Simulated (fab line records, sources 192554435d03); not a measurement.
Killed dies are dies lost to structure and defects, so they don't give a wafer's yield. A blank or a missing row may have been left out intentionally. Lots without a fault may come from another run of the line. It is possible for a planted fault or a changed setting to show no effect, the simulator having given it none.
Matching of chambers	flow n5-finfet	4 sister chambers for N5_ILD0_ALD_15 on ald-sin-02
The step deposits SiNx, target thk 24 nm, pulse time 1 s, ald cycles 480. 4 wafers are shown with their chamber, then 9 later ones without.

EACH WAFER AND ITS CHAMBER
wafer	chamber	heater-power-w (W)
L084.6	1	800
L085.1	2	783
L085.2	0	786
L085.6	3	795

WAFERS MISSING THEIR CHAMBER
wafer	heater-power-w (W)
L087.2	782
L087.4	789
L087.6	777
L096.1	739
L096.2	787
L096.3	759
L096.4	751
L096.5	762
L096.6	739

CHAMBER TAKEN BY EACH
wafer	from the rows above	in truth
L087.2	can't be placed: 2 or 0 or 3 or 1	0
L087.4	can't be placed: 0 or 2 or 3 or 1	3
L087.6	can't be placed: 2 or 0 or 3 or 1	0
L096.1	can't be placed: 2 or 0 or 3 or 1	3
L096.2	can't be placed: 0 or 2 or 3 or 1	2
L096.3	can't be placed: 2 or 0 or 3 or 1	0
L096.4	can't be placed: 2 or 0 or 3 or 1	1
L096.5	can't be placed: 2 or 0 or 3 or 1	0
L096.6	can't be placed: 2 or 0 or 3 or 1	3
Placed correctly: 0 of 9. Cannot be placed on the basis of these rows: 9; the candidates contain the true chamber in 9. Placed wrongly: 0.
How it was worked out, from the rows above alone: a wafer's distance from a chamber is the root of the sum, over the readings, of the square of ((its reading less the chamber's mean) divided by the reading's scatter). If the next closest chamber is less than 2 further off than the closest, the wafer can't be placed; otherwise it belongs to the closest. For every chamber, the mean is computed from those of its wafers that are shown. The scatter: with one shown wafer a chamber, the root of the mean of the squares of how far each hidden wafer lies from its nearest shown one.
